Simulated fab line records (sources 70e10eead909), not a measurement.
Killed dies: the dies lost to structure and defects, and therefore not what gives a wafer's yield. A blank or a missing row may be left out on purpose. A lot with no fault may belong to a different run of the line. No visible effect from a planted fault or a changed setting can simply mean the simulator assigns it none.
Chamber matching || flow nand_harc || cmp-02 running NHARC_P_CONTACT_CMP_01: 4 sister chambers
The step polishes SiO2, target thk 200 nm. 4 wafers are shown with their chamber, then 7 later ones without.

== WAFERS, EACH WITH ITS CHAMBER ==
{"wafer": "L082.2", "chamber": 0, "motor_current_A (A)": 12.4}
{"wafer": "L082.3", "chamber": 1, "motor_current_A (A)": 10.3}
{"wafer": "L083.1", "chamber": 2, "motor_current_A (A)": 11.7}
{"wafer": "L083.2", "chamber": 3, "motor_current_A (A)": 11.0}

== WAFERS MISSING THEIR CHAMBER ==
{"wafer": "L083.6", "motor_current_A (A)": 11.5}
{"wafer": "L092.3", "motor_current_A (A)": 12.5}
{"wafer": "L092.5", "motor_current_A (A)": 11.6}
{"wafer": "L092.6", "motor_current_A (A)": 9.9}
{"wafer": "L094.4", "motor_current_A (A)": 12.9}
{"wafer": "L094.5", "motor_current_A (A)": 11.1}
{"wafer": "L094.6", "motor_current_A (A)": 11.4}

== WHICH CHAMBER EACH WENT THROUGH ==
{"wafer": "L083.6", "from the rows above": "can't be placed: 2 or 3", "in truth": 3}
{"wafer": "L092.3", "from the rows above": 0, "in truth": 0}
{"wafer": "L092.5", "from the rows above": "can't be placed: 2 or 3", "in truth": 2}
{"wafer": "L092.6", "from the rows above": 1, "in truth": 1}
{"wafer": "L094.4", "from the rows above": 0, "in truth": 0}
{"wafer": "L094.5", "from the rows above": "can't be placed: 3 or 2", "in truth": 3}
{"wafer": "L094.6", "from the rows above": "can't be placed: 2 or 3", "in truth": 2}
3 of 7 placed correctly. Cannot be placed on the basis of these rows: 4; the candidates contain the true chamber in 4. Number placed wrongly: 0.
How it was worked out, from the rows above alone: a wafer's distance from a chamber is the root of the sum, over the readings, of the square of ((its reading less the chamber's mean) divided by the reading's scatter). The wafer belongs to the nearest chamber; if the next one is less than 2 further off, it can't be placed. A chamber's mean is the mean of its shown wafers. The scatter (one wafer shown for each chamber): square how far every hidden wafer sits from the nearest shown wafer, average those squares and take the square root.
